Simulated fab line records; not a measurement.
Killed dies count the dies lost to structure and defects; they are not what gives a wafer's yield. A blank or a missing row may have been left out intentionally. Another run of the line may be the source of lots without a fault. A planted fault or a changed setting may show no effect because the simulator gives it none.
Split-lot experiment | flow n5 finfet | on a route of 1938 steps: 7 lots, 21 wafers read

THE SPLIT
At N5_BEOL_M8_ETCH_61 (etches SiARC in CF4, target depth 45.5 nm, time 75.8 s), the setting bias w was moved away from the recipe's 36 W on 7 of the 21 wafers read, by -5.1% to +11.1%. The other wafers ran this setting at the recipe's value.

The split's own step is where the reading is taken.

THE READING
rf vpp V, in V, at N5_BEOL_M8_ETCH_61 (etches SiARC in CF4, target depth 45.5 nm, time 75.8 s). On this fab line, fault-free wafers typically give 184.1 V with a standard deviation of 1.3 V.

wafer  | tool, chamber at the split | bias w as run, W | against the recipe | rf vpp V, V | against lot-mates on the recipe
L074.1 | rie diel-04, 0             | 36               | recipe             | 184.5       | -
L074.2 | rie diel-04, 3             | 36               | recipe             | 184.1       | -
L074.4 | rie diel-04, 1             | 38.29            | +6.4%              | 189.9       | +5.6
L075.4 | rie diel-04, 1             | 36               | recipe             | 183.1       | -
L075.5 | rie diel-04, 1             | 36               | recipe             | 184.0       | -
L075.6 | rie diel-04, 2             | 36               | recipe             | 181.8       | -
L078.1 | rie diel-04, 1             | 38.46            | +6.8%              | 191.1       | +7.0
L078.3 | rie diel-04, 2             | 38.46            | +6.8%              | 193.2       | +9.1
L078.6 | rie diel-04, 2             | 36               | recipe             | 184.1       | -
L081.3 | rie diel-06, 3             | 39.98            | +11.1%             | 198.9       | +15.0
L081.4 | rie diel-06, 1             | 36               | recipe             | 184.1       | -
L081.5 | rie diel-06, 0             | 36               | recipe             | 183.8       | -
L089.2 | rie diel-06, 2             | 36               | recipe             | 184.9       | -
L089.5 | rie diel-06, 3             | 36               | recipe             | 185.9       | -
L089.6 | rie diel-06, 2             | 36               | recipe             | 183.6       | -
L091.1 | rie diel-04, 2             | 36               | recipe             | 183.8       | -
L091.3 | rie diel-04, 1             | 39.53            | +9.8%              | 194.8       | +11.6
L091.5 | rie diel-04, 1             | 36               | recipe             | 182.7       | -
L090.1 | rie diel-06, 3             | 34.15            | -5.1%              | 177.8       | -6.7
L090.2 | rie diel-06, 0             | 34.15            | -5.1%              | 176.2       | -8.3
L090.4 | rie diel-06, 1             | 36               | recipe             | 184.5       | -

THE FIT
A straight line over all 21 wafers: rf vpp V changes by +1.23 V for each +1% of bias w; r = +0.98; the points scatter about the line by 1.1 V.
The same after taking each lot's own level away (the mean of its wafers on the recipe; 21 wafers): +1.26 V for each +1%; r = +0.98; scatter 0.98 V.
According to that fit, moving bias w by its largest amount changes the reading by 14 V.
The lots' own levels span 182.97 to 184.80 V, that is 1.4 times the standard deviation above.
Hence the lot-to-lot level has little effect on the slope; both slopes agree.
Check: with one of the wafers moved furthest among these (+11.1%) left out of the fit, the line predicts +13.1 V for it against its lot-mates. Against them it came out at +15 V.
Tool readings at the split's step, against how far the setting was moved: rf vpp V r = +0.98.

ADDITIONAL SPLITS CARRIED BY THESE WAFERS
Before the reading, these wafers also passed through other splits. Each is held against what the fit with the lots' levels taken away leaves over:
other split on the same wafers | wafers away from the commonest value | r with rf vpp V (lot level and that fit taken away)
N5_BEOL_M6_COAT_60 spin rpm    | 7                                    | +0.05
N5_BEOL_M7_DESCUM_33 time s    | 5                                    | -0.18

THE FILE'S OWN FIT
rf vpp V changes by +1.22 V for each +1% of bias w, r = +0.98.
